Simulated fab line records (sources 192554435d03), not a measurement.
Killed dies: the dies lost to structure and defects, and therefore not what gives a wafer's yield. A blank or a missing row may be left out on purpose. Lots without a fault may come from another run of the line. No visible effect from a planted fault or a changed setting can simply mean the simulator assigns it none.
Problem report in the 8D (eight disciplines) form, filled by code | flow n5 finfet | the parts of the form that need people (team, actions taken, sign-off) are left out

== 1. THE ISSUE ==
Mean of trench depth nm at N5_BEOL_M0_OCD_MEAS_108: 14.1 nm over 2 wafers from 1 lot, against 32.5 nm (standard deviation 0.66) on wafers with no fault. Measured from the usual mean, that is -28 standard deviations.
The first sign was on wafer L141.3 at day 8 01:44, on ocd-01. The record has a number at this step for 21 wafers belonging to 7 lots. The rule behind "out" and "out of limits": a value lying over 4 standard deviations away from the usual mean. All remaining wafers that have a number are taken as sound.

== 2. WHAT IT IS; WHAT IT IS NOT ==
question                    | is               | is not
which readings at this step | trench depth nm  | -
which lots                  | L141             | L132, L134, L139, L140, L147, L149
which wafers of those lots  | L141.3, L141.4   | L141.2
read on which gauges        | ocd-01           | ocd-02
when                        | from day 8 01:44 | up to then (10 sound wafers); but 9 sound wafers of L140, L147, L149 came after

== 3. WHAT RULES OUT EACH SUSPECT ==
Counting: any tool at a process step up to the reading remains a suspect provided it ran every lot that is out. Sound lots after the first of them don't rule it out here, since some wafers of a struck lot are sound.
- the gauge at N5_BEOL_M0_OCD_MEAS_108 is ruled out. All the wafers that are out were read on ocd-01, but those of them that N5_PASSIVATION_PROBE_49 has rows for are out there too, on other tools.
- pecvd-03 at N5_BEOL_M0_SAQP_PECVD_03 (deposits SiCN from 3MS/NH3, target thk 12 nm, time 21.1 s): kept. The lot that is out, L141, ran on it at day 7 18:25; the last sound lot it ran before that was L140, at day 7 14:58.
- rie diel-03 at N5_BEOL_M0_SAQP_STRIP_75 (strips in CF4): kept. The lot that is out, L141, ran on it at day 8 00:04; the last sound lot it ran before that was L140, at day 7 21:04.
- rie metal-02 at N5_BEOL_M0_HM_OPEN_105 (chemistry Cl2/BCl3, target TiN, target depth 12 nm): kept. It ran the lot that is out, L141 (day 8 01:09).
- rie diel-01 at N5_BEOL_M0_ETCH_128 (etches SiCN in CF4/N2, target depth 12 nm, overetch 5.1 nm, time 21.4 s): kept. It ran the lot that is out, L141 (day 8 01:35).
- Within pecvd-03 at N5_BEOL_M0_SAQP_PECVD_03, the wafers that are out were processed in chamber 1 and their sound lot-mates in chamber 2.
- Within rie diel-03 at N5_BEOL_M0_SAQP_STRIP_75: the wafers that are out ran in chambers 0, 1; their sound lot-mates ran in chamber 3.
- Within rie diel-01 at N5_BEOL_M0_ETCH_128: the wafers that are out ran in chambers 1, 3; their sound lot-mates ran in chamber 0.
Left after counting: pecvd-03 at N5_BEOL_M0_SAQP_PECVD_03, rie diel-03 at N5_BEOL_M0_SAQP_STRIP_75, rie metal-02 at N5_BEOL_M0_HM_OPEN_105, rie diel-01 at N5_BEOL_M0_ETCH_128.

== 4. THE CAUSE (what the simulator had put in) ==
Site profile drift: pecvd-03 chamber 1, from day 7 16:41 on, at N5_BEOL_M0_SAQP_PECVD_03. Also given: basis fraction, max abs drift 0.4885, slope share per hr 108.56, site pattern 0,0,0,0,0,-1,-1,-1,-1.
This tool is one of the 4 suspects left after counting.

== 5. THE EFFECT CHAIN, in route order ==
One row per reading whose mean, taken over the struck wafers that have a number, lies over 3 standard deviations from the usual. Readings are gone through only where the record gives a usual standard deviation; hours: the median, over the lots, of the time from a lot's start at the first step in this table giving one to that lot's start at this step; sigmas: the change measured in usual standard deviations.
hours | step                    | reading              | usual     | on struck wafers | change | sigmas
0     | N5_BEOL_M0_HM_OPEN_105  | oes product au       | 0.75 a.u. | 0.43             | -0.32  | -3.1
1     | N5_BEOL_M0_OCD_MEAS_108 | trench depth nm      | 32.5 nm   | 14.1             | -18.4  | -28
225   | N5_PASSIVATION_PROBE_49 | defect limited yield | 91.4 %    | 51.8             | -39.6  | -28
225   | N5_PASSIVATION_PROBE_49 | killed_at_M0_to_M3   | 34        | 498              | +464   | +51
225   | N5_PASSIVATION_PROBE_49 | killed dies          | 102       | 568              | +466   | +27
225   | N5_PASSIVATION_PROBE_49 | killed on rim        | 14        | 86               | +72    | +19
225   | N5_PASSIVATION_PROBE_49 | sort_bin_5_function  | 5.1 %     | 36.8             | +31.7  | +32
225   | N5_PASSIVATION_PROBE_49 | sort n pass          | 1076      | 612              | -464   | -24
225   | N5_PASSIVATION_PROBE_49 | sort yield pct       | 91.2 %    | 51.8             | -39.4  | -25
Its process steps:
- N5_BEOL_M0_HM_OPEN_105: chemistry Cl2/BCl3, target TiN, target depth 12 nm.
- N5_PASSIVATION_PROBE_49
Later steps that measure or inspect, where all struck wafers having a row at the step show a number for every such reading and not one has moved that far: N5_BEOL_M4_RC_MEAS_101.

== 6. HOW IT WOULD HAVE BEEN CAUGHT EARLIER ==
Counted from the fault's start at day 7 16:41, it took 9 hours until the first out-of-limits reading at a measuring or inspecting step in this record, taken at day 8 01:44.
No tool reading at N5_BEOL_M0_SAQP_PECVD_03 that has a usual standard deviation in the record was out on any struck wafer, so an alarm limit of 4 standard deviations on those readings would not have fired.
Each of the lots that are out, 1 in all, had begun N5_BEOL_M0_SAQP_PECVD_03 on pecvd-03 no later than day 8 01:44. None of them would have been spared by holding the tool at that moment.
